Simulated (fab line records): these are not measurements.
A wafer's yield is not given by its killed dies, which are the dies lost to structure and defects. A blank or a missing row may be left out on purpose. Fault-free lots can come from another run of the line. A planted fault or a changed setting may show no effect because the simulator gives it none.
Chamber matching ; flow n5 finfet ; 4 sister chambers for N5_FIN_SAQP_HM_OPEN_33 on rie diel-04
The step chemistry CH3F/O2, target SiNx, target depth 49.4 nm, time 70.6 s. 4 wafers are shown with their chamber, then 9 later ones without.

== EACH WAFER AND ITS CHAMBER ==
wafer;chamber;showerhead plenum p Torr (Torr)
L079.4;1;1.95
L083.2;2;2.06
L084.4;3;2.07
L084.5;0;1.97

== WAFERS MISSING THEIR CHAMBER ==
wafer;showerhead plenum p Torr (Torr)
L092.1;2.06
L092.2;1.94
L092.3;2.06
L092.4;2.06
L092.5;2.06
L092.6;1.94
L094.2;2.06
L094.3;1.94
L094.4;2.06

== THE CHAMBER EACH PASSED THROUGH ==
wafer;from the rows above;in truth
L092.1;can't be placed: 2 or 3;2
L092.2;1;1
L092.3;can't be placed: 2 or 3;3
L092.4;can't be placed: 2 or 3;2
L092.5;can't be placed: 2 or 3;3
L092.6;1;1
L094.2;can't be placed: 2 or 3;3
L094.3;1;1
L094.4;can't be placed: 2 or 3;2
3 of 9 placed correctly. These rows do not allow placing 6 (true chamber among the candidates in 6). 0 placed wrongly.
How it was worked out, from the rows above alone: a wafer's distance from a chamber is the root of the sum, over the readings, of the square of ((its reading less the chamber's mean) divided by the reading's scatter). If the next closest chamber is less than 2 further off than the closest, the wafer can't be placed; otherwise it belongs to the closest. Each chamber's mean is taken over the wafers shown for it. The scatter: with one shown wafer a chamber, the root of the mean of the squares of how far each hidden wafer lies from its nearest shown one.
